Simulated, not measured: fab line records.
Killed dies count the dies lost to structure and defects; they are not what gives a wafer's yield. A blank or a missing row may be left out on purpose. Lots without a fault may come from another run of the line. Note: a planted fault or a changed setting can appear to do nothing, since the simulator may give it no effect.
Matching of chambers -- flow n5-finfet -- 4 sister chambers for N5_BEOL_M7_STRIP_36 on rie-diel-03
The step strips in N2/H2. 20 wafers are shown with their chamber, then 10 later ones without.

WAFERS, EACH WITH ITS CHAMBER
wafer,chamber,drypump-motor-current-A (A),oes-product-au (a.u.),throttle-valve-pct (%)
L074.2,1,6.0,0.87,23.79
L074.3,2,5.5,0.73,23.46
L074.5,3,5.6,0.71,23.66
L076.2,1,6.0,0.88,23.81
L076.4,2,5.5,0.74,23.50
L076.5,1,6.0,0.88,23.80
L078.1,0,6.4,0.71,23.61
L078.3,3,5.6,0.67,23.64
L078.5,0,6.4,0.73,23.57
L081.1,3,5.6,0.68,23.67
L081.2,1,6.0,0.86,23.80
L081.5,3,5.6,0.69,23.64
L082.1,1,6.1,0.85,23.84
L082.3,2,5.4,0.73,23.52
L082.4,3,5.6,0.69,23.68
L083.1,3,5.6,0.69,23.67
L083.3,1,6.0,0.85,23.81
L083.6,3,5.6,0.68,23.69
L084.1,2,5.5,0.72,23.50
L084.3,3,5.6,0.69,23.67

SIGNATURES (averages over the wafers above)
reading,chamber 0,chamber 1,chamber 2,chamber 3,scatter within a chamber
drypump-motor-current-A,6.400,6.017,5.475,5.600,0.0315
oes-product-au,0.7200,0.8650,0.7300,0.6875,0.012
throttle-valve-pct,23.5900,23.8083,23.4950,23.6650,0.02
Rule: distance of a wafer from a chamber = root of the sum over the readings of ((wafer's reading minus chamber's mean) / reading's scatter) squared. The wafer belongs to the nearest chamber; if the next one is less than 2 further off, it can't be placed. The scatter is the square root of a quotient: the sum, over the shown wafers, of each reading's squared deviation from its chamber's mean, divided by wafers minus chambers.

WAFERS WITH NO CHAMBER GIVEN
wafer,drypump-motor-current-A (A),oes-product-au (a.u.),throttle-valve-pct (%)
L084.4,6.0,0.86,23.82
L089.3,5.6,0.68,23.66
L089.5,5.5,0.72,23.54
L089.6,5.6,0.68,23.67
L091.1,6.4,0.70,23.62
L091.2,6.1,0.84,23.83
L091.4,5.4,0.72,23.55
L093.1,6.3,0.70,23.62
L093.3,5.5,0.72,23.54
L093.6,6.0,0.83,23.84

EACH ONE'S CHAMBER
wafer,from the rows above,in truth
L084.4,1,1
L089.3,3,3
L089.5,2,2
L089.6,3,3
L091.1,0,0
L091.2,1,1
L091.4,2,2
L093.1,0,0
L093.3,2,2
L093.6,1,1
10 of 10 placed correctly. Number that these rows cannot place: 0. Number placed wrongly: 0.
